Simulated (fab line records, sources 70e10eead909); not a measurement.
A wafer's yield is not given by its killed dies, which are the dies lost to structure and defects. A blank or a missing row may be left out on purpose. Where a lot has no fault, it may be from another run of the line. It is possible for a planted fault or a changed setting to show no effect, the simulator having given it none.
Chamber matching || flow nand-harc || NHARC_A_CONTACT_ETCH_75 on rie-diel-11: 4 sister chambers
The step etches the open film in CF4, target depth 39 nm, time 65 s. 16 wafers are shown with their chamber, then 8 later ones without.

WAFERS, EACH WITH ITS CHAMBER
{"wafer": "L853.3", "chamber": 3, "showerhead-plenum-p-Torr (Torr)": 1.77, "rf-vpp-V (V)": 151.2, "oes-product-au (a.u.)": 0.999}
{"wafer": "L853.4", "chamber": 0, "showerhead-plenum-p-Torr (Torr)": 1.90, "rf-vpp-V (V)": 154.1, "oes-product-au (a.u.)": 1.004}
{"wafer": "L853.6", "chamber": 0, "showerhead-plenum-p-Torr (Torr)": 1.90, "rf-vpp-V (V)": 154.2, "oes-product-au (a.u.)": 1.002}
{"wafer": "L855.1", "chamber": 1, "showerhead-plenum-p-Torr (Torr)": 1.90, "rf-vpp-V (V)": 152.7, "oes-product-au (a.u.)": 0.992}
{"wafer": "L855.4", "chamber": 0, "showerhead-plenum-p-Torr (Torr)": 1.90, "rf-vpp-V (V)": 151.4, "oes-product-au (a.u.)": 1.000}
{"wafer": "L855.5", "chamber": 2, "showerhead-plenum-p-Torr (Torr)": 1.68, "rf-vpp-V (V)": 149.7, "oes-product-au (a.u.)": 0.988}
{"wafer": "L858.1", "chamber": 0, "showerhead-plenum-p-Torr (Torr)": 1.90, "rf-vpp-V (V)": 152.6, "oes-product-au (a.u.)": 0.984}
{"wafer": "L858.2", "chamber": 1, "showerhead-plenum-p-Torr (Torr)": 1.90, "rf-vpp-V (V)": 152.8, "oes-product-au (a.u.)": 0.984}
{"wafer": "L858.5", "chamber": 2, "showerhead-plenum-p-Torr (Torr)": 1.68, "rf-vpp-V (V)": 149.6, "oes-product-au (a.u.)": 0.974}
{"wafer": "L860.1", "chamber": 2, "showerhead-plenum-p-Torr (Torr)": 1.68, "rf-vpp-V (V)": 150.1, "oes-product-au (a.u.)": 0.970}
{"wafer": "L860.3", "chamber": 1, "showerhead-plenum-p-Torr (Torr)": 1.90, "rf-vpp-V (V)": 151.8, "oes-product-au (a.u.)": 0.975}
{"wafer": "L860.6", "chamber": 0, "showerhead-plenum-p-Torr (Torr)": 1.89, "rf-vpp-V (V)": 152.4, "oes-product-au (a.u.)": 0.993}
{"wafer": "L868.1", "chamber": 0, "showerhead-plenum-p-Torr (Torr)": 1.89, "rf-vpp-V (V)": 152.0, "oes-product-au (a.u.)": 0.993}
{"wafer": "L868.4", "chamber": 3, "showerhead-plenum-p-Torr (Torr)": 1.76, "rf-vpp-V (V)": 152.0, "oes-product-au (a.u.)": 1.000}
{"wafer": "L868.5", "chamber": 1, "showerhead-plenum-p-Torr (Torr)": 1.90, "rf-vpp-V (V)": 152.8, "oes-product-au (a.u.)": 0.986}
{"wafer": "L872.1", "chamber": 0, "showerhead-plenum-p-Torr (Torr)": 1.89, "rf-vpp-V (V)": 153.0, "oes-product-au (a.u.)": 1.002}

SIGNATURES, as means of the wafers listed above
{"reading": "showerhead-plenum-p-Torr", "chamber 0": 1.8957, "chamber 1": 1.9000, "chamber 2": 1.6800, "chamber 3": 1.7650, "scatter within a chamber": 0.0043}
{"reading": "rf-vpp-V", "chamber 0": 152.814, "chamber 1": 152.525, "chamber 2": 149.800, "chamber 3": 151.600, "scatter within a chamber": 0.799}
{"reading": "oes-product-au", "chamber 0": 0.99686, "chamber 1": 0.98425, "chamber 2": 0.97733, "chamber 3": 0.99950, "scatter within a chamber": 0.00728}
Rule: distance of a wafer from a chamber = root of the sum over the readings of ((wafer's reading minus chamber's mean) / reading's scatter) squared. If the next closest chamber is less than 2 further off than the closest, the wafer can't be placed; otherwise it belongs to the closest. The scatter is the square root of a quotient: the sum, over the shown wafers, of each reading's squared deviation from its chamber's mean, divided by wafers minus chambers.

WAFERS WITH NO CHAMBER GIVEN
{"wafer": "L872.4", "showerhead-plenum-p-Torr (Torr)": 1.68, "rf-vpp-V (V)": 151.0, "oes-product-au (a.u.)": 1.011}
{"wafer": "L872.6", "showerhead-plenum-p-Torr (Torr)": 1.89, "rf-vpp-V (V)": 154.4, "oes-product-au (a.u.)": 0.998}
{"wafer": "L875.1", "showerhead-plenum-p-Torr (Torr)": 1.67, "rf-vpp-V (V)": 149.0, "oes-product-au (a.u.)": 1.003}
{"wafer": "L875.2", "showerhead-plenum-p-Torr (Torr)": 1.89, "rf-vpp-V (V)": 153.1, "oes-product-au (a.u.)": 0.991}
{"wafer": "L875.3", "showerhead-plenum-p-Torr (Torr)": 1.76, "rf-vpp-V (V)": 151.8, "oes-product-au (a.u.)": 1.021}
{"wafer": "L874.1", "showerhead-plenum-p-Torr (Torr)": 1.89, "rf-vpp-V (V)": 153.4, "oes-product-au (a.u.)": 0.999}
{"wafer": "L874.3", "showerhead-plenum-p-Torr (Torr)": 1.76, "rf-vpp-V (V)": 151.3, "oes-product-au (a.u.)": 1.003}
{"wafer": "L874.6", "showerhead-plenum-p-Torr (Torr)": 1.68, "rf-vpp-V (V)": 150.0, "oes-product-au (a.u.)": 1.007}

WHICH CHAMBER EACH ONE RAN IN
{"wafer": "L872.4", "from the rows above": 2, "in truth": 2}
{"wafer": "L872.6", "from the rows above": "can't be placed: 0 or 1", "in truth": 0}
{"wafer": "L875.1", "from the rows above": 2, "in truth": 2}
{"wafer": "L875.2", "from the rows above": "can't be placed: 0 or 1", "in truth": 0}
{"wafer": "L875.3", "from the rows above": 3, "in truth": 3}
{"wafer": "L874.1", "from the rows above": "can't be placed: 0 or 1", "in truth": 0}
{"wafer": "L874.3", "from the rows above": 3, "in truth": 3}
{"wafer": "L874.6", "from the rows above": 2, "in truth": 2}
Correctly placed: 5 of 8. Not placeable from these rows: 3 (in 3, the candidates include the true chamber). Number placed wrongly: 0.
